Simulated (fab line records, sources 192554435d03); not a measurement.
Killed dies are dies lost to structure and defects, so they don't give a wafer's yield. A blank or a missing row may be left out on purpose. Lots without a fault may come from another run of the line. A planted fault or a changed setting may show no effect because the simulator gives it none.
Which tool did it? | flow n5_finfet | 24 lots, 72 wafers sampled, at 3 steps of a route of 1938

WHAT THE GAUGES READ, wafer by wafer
N5_BEOL_M4_CD_MEAS_11: target cd 16.79 nm.
lot  | measured     | on        | cd_nm (nm)
L075 | day 7 09:22  | cd_sem-03 | 16.70 16.76 17.20
L074 | day 7 14:17  | cd_sem-02 | 16.80 16.73 16.92
L076 | day 7 23:43  | cd_sem-03 | 16.85 17.17 16.76
L077 | day 8 04:52  | cd_sem-02 | 16.78 16.84 16.56
L079 | day 8 16:18  | cd_sem-03 | 16.73 16.63 16.98
L078 | day 8 20:11  | cd_sem-02 | 16.80 16.62 16.75
L080 | day 8 21:53  | cd_sem-02 | 16.65 16.84 17.00
L081 | day 9 06:25  | cd_sem-02 | 16.90 16.99 16.81
L082 | day 9 11:52  | cd_sem-03 | 17.14 16.76 17.15
L083 | day 9 12:32  | cd_sem-02 | 17.27 16.78 16.80
L084 | day 10 04:40 | cd_sem-01 | 16.80 16.61 17.19
L087 | day 10 18:47 | cd_sem-03 | 17.10 16.69 16.90
L085 | day 11 00:54 | cd_sem-02 | 17.44 16.93 16.93
L086 | day 11 01:00 | cd_sem-03 | 16.83 16.93 16.63
L088 | day 11 15:25 | cd_sem-03 | 16.95 16.75 16.63
L089 | day 11 16:52 | cd_sem-02 | 16.61 16.97 17.35
L091 | day 11 21:26 | cd_sem-03 | 16.76 17.13 16.80
L090 | day 11 23:48 | cd_sem-01 | 17.14 16.85 16.83
L092 | day 12 00:56 | cd_sem-01 | 16.28 16.59 16.97
L093 | day 12 03:37 | cd_sem-02 | 17.10 16.93 16.90
L094 | day 12 05:17 | cd_sem-02 | 16.83 16.96 16.88
L095 | day 12 16:32 | cd_sem-02 | 17.23 17.27 17.19
L096 | day 13 06:16 | cd_sem-02 | 16.67 16.37 16.96
L097 | day 13 16:58 | cd_sem-01 | 16.85 16.40 17.13

N5_BEOL_M4_CD_MEAS_28: target cd 26.2 nm, target cd y 24.1 nm.
lot  | measured     | on        | cd_nm (nm)
L075 | day 7 10:15  | cd_sem-01 | 26.53 26.14 26.21
L074 | day 7 15:19  | cd_sem-02 | 26.49 26.30 26.21
L076 | day 8 00:40  | cd_sem-01 | 25.90 25.59 26.29
L077 | day 8 05:55  | cd_sem-01 | 26.47 26.24 26.47
L079 | day 8 17:31  | cd_sem-03 | 26.25 25.78 26.53
L078 | day 8 21:15  | cd_sem-01 | 26.56 26.29 26.27
L080 | day 8 22:56  | cd_sem-02 | 26.16 26.11 26.21
L081 | day 9 07:24  | cd_sem-03 | 26.39 26.35 26.07
L082 | day 9 12:50  | cd_sem-02 | 25.98 25.51 26.08
L083 | day 9 13:41  | cd_sem-01 | 25.99 26.60 26.25
L084 | day 10 05:40 | cd_sem-02 | 26.45 27.02 26.39
L087 | day 10 19:47 | cd_sem-03 | 26.14 25.80 26.55
L085 | day 11 01:47 | cd_sem-03 | 25.98 26.06 26.22
L086 | day 11 01:53 | cd_sem-03 | 26.39 26.01 26.36
L088 | day 11 16:25 | cd_sem-03 | 26.56 26.04 25.91
L089 | day 11 17:57 | cd_sem-01 | 26.35 26.16 25.84
L091 | day 11 22:30 | cd_sem-01 | 26.25 26.07 26.24
L090 | day 12 00:53 | cd_sem-02 | 25.99 26.28 26.05
L092 | day 12 01:52 | cd_sem-02 | 26.19 26.10 26.47
L093 | day 12 04:38 | cd_sem-01 | 26.51 26.62 27.01
L094 | day 12 06:27 | cd_sem-01 | 26.47 26.51 26.93
L095 | day 12 17:25 | cd_sem-03 | 27.00 26.40 26.48
L096 | day 13 07:09 | cd_sem-03 | 26.48 26.08 26.44
L097 | day 13 17:58 | cd_sem-02 | 26.32 26.26 26.36

WHICH TOOL RAN EACH LOT (tool, then ch and the chambers of the sampled wafers, then the start)
lot  | N5_BEOL_M4_ILD_DEP_00
L075 | pecvd-03 ch 0,2, day 7 08:40
L074 | pecvd-04 ch 0,2, day 7 12:32
L076 | pecvd-03 ch 0,1, day 7 22:49
L077 | pecvd-01 ch 0,1,2, day 8 01:44
L079 | pecvd-03 ch 0,1, day 8 15:00
L078 | pecvd-04 ch 0,1,2, day 8 17:59
L080 | pecvd-03 ch 0,1, day 8 20:03
L081 | pecvd-01 ch 0,1, day 9 05:52
L082 | pecvd-03 ch 1,2, day 9 09:56
L083 | pecvd-03 ch 0,1,2, day 9 11:54
L084 | pecvd-04 ch 0,1, day 10 03:38
L087 | pecvd-01 ch 0,2, day 10 17:01
L085 | pecvd-01 ch 0,1, day 10 23:49
L086 | pecvd-04 ch 0,1,2, day 11 00:06
L088 | pecvd-04 ch 0,1,2, day 11 12:43
L089 | pecvd-04 ch 0,1, day 11 15:16
L091 | pecvd-01 ch 0,2, day 11 17:39
L090 | pecvd-01 ch 0,2, day 11 21:58
L092 | pecvd-01 ch 0,2, day 12 00:22
L093 | pecvd-03 ch 0,2, day 12 01:22
L094 | pecvd-03 ch 0,1,2, day 12 03:41
L095 | pecvd-03 ch 0,1,2, day 12 14:57
L096 | pecvd-04 ch 0,1,2, day 13 05:36
L097 | pecvd-04 ch 0,1,2, day 13 15:10
- N5_BEOL_M4_ILD_DEP_00: deposits SiOC from DEMS/O2, target thk 79 nm, time 15.3 s.

WHAT THE TOOLS THEMSELVES READ (means of the sampled wafers that have a number; where no wafer has one, the mark that the record gives instead)
N5_BEOL_M4_ILD_DEP_00.
lot  | tool     | heater_power_w (W) | showerhead_plenum_p_Torr (Torr) | showerhead_vpp_V (V) | throttle_valve_pct (%)
L075 | pecvd-03 | 419                | 5.686                           | 1324                 | 11.4
L074 | pecvd-04 | 560                | 5.703                           | 1540                 | 12.6
L076 | pecvd-03 | 401                | 5.693                           | 1356                 | 11.6
L077 | pecvd-01 | 472                | 5.704                           | 1320                 | 12.4
L079 | pecvd-03 | 433                | 5.696                           | 1364                 | 11.9
L078 | pecvd-04 | 523                | 5.701                           | 1513                 | 12.6
L080 | pecvd-03 | 396                | 5.690                           | 1411                 | 12.1
L081 | pecvd-01 | 490                | 5.702                           | 1284                 | 12.8
L082 | pecvd-03 | 412                | 5.689                           | 1431                 | 11.8
L083 | pecvd-03 | 400                | 5.688                           | 1394                 | 11.8
L084 | pecvd-04 | 488                | 5.694                           | 1525                 | 12.6
L087 | pecvd-01 | 508                | 5.695                           | 1348                 | 12.1
L085 | pecvd-01 | 522                | 5.705                           | 1288                 | 12.6
L086 | pecvd-04 | 510                | 5.703                           | 1497                 | 12.1
L088 | pecvd-04 | 510                | 5.705                           | 1520                 | 12.0
L089 | pecvd-04 | 509                | 5.689                           | 1545                 | 12.5
L091 | pecvd-01 | 520                | 5.703                           | 1365                 | 12.1
L090 | pecvd-01 | 450                | 5.699                           | 1377                 | 11.8
L092 | pecvd-01 | 499                | 5.699                           | 1350                 | 12.2
L093 | pecvd-03 | 393                | 5.694                           | 1329                 | 11.4
L094 | pecvd-03 | 413                | 5.690                           | 1382                 | 11.7
L095 | pecvd-03 | 386                | 5.686                           | 1376                 | 11.7
L096 | pecvd-04 | 506                | 5.704                           | 1512                 | 12.3
L097 | pecvd-04 | 532                | 5.706                           | 1499                 | 12.1

THE ANSWER, worked out from the rows above alone
Rule: what is usual is taken from the lots themselves. Put in order of their means at a reading, lots are off if they are a third of the lots or fewer, leave a main group of 4 or more, and stand apart from it by a gap of 3 or more times the standard deviation of the main group's means; of several such gaps the widest counts. A main group whose means are all the same, to the digits that the tables above print for the reading, isn't used. A lot without any number at a reading at which 4 lots or more have one is off too. The other lots that the step has rows for count as sound. The gauges are gone through in route order, then the tools' own readings, and for those a lot's mean is taken as printed above. The first step at which some lot is off is used, and at that step the reading that is off furthest; a lot without a number counts as furthest.
No lot is off at any reading shown: from this, nothing can be told.

WHAT THE SIMULATOR HAD PUT IN
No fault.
